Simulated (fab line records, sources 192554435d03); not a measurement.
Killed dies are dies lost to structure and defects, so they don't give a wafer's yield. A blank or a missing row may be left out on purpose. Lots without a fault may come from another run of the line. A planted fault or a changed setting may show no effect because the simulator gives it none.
Chamber matching | flow n5_finfet | N5_BEOL_M2_ALD_98 on ald_sin-02: 4 sister chambers
The step deposits SiO2, target thk 2.5 nm, pulse time 1 s, co reactant pulse time 1 s. 8 wafers are shown with their chamber, then 8 later ones without.

WAFERS WITH THEIR CHAMBER
wafer  | chamber | heater_power_w (W) | heater_power_outer_w (W)
L078.1 | 3       | 67                 | 35
L079.2 | 0       | 82                 | 41
L079.3 | 3       | 67                 | 35
L082.3 | 0       | 80                 | 40
L085.2 | 1       | 81                 | 45
L085.3 | 2       | 79                 | 43
L085.6 | 2       | 80                 | 44
L088.1 | 1       | 80                 | 44

WAFERS WITHOUT THEIR CHAMBER
wafer  | heater_power_w (W) | heater_power_outer_w (W)
L088.5 | 78                 | 43
L088.6 | 67                 | 34
L090.2 | 78                 | 44
L090.3 | 83                 | 43
L090.6 | 77                 | 43
L091.3 | 67                 | 34
L091.4 | 80                 | 44
L091.6 | 83                 | 41

WHICH CHAMBER EACH WENT THROUGH
wafer  | from the rows above          | in truth
L088.5 | can't be placed: 2 or 1      | 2
L088.6 | 3                            | 3
L090.2 | can't be placed: 2 or 1      | 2
L090.3 | can't be placed: 1 or 2 or 0 | 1
L090.6 | can't be placed: 2 or 1      | 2
L091.3 | 3                            | 3
L091.4 | can't be placed: 1 or 2      | 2
L091.6 | 0                            | 0
Placed correctly: 3 of 8. Can't be placed from these rows: 5 (the true chamber is among the candidates in 5). Placed wrongly: 0.
How it was worked out, from the rows above alone: a wafer's distance from a chamber is the root of the sum, over the readings, of the square of ((its reading less the chamber's mean) divided by the reading's scatter). The wafer belongs to the nearest chamber; if the next one is less than 2 further off, it can't be placed. A chamber's mean is the mean of its shown wafers. The scatter: the root of (the sum of the squares of (reading less its chamber's mean) over the shown wafers, divided by (wafers less chambers)).
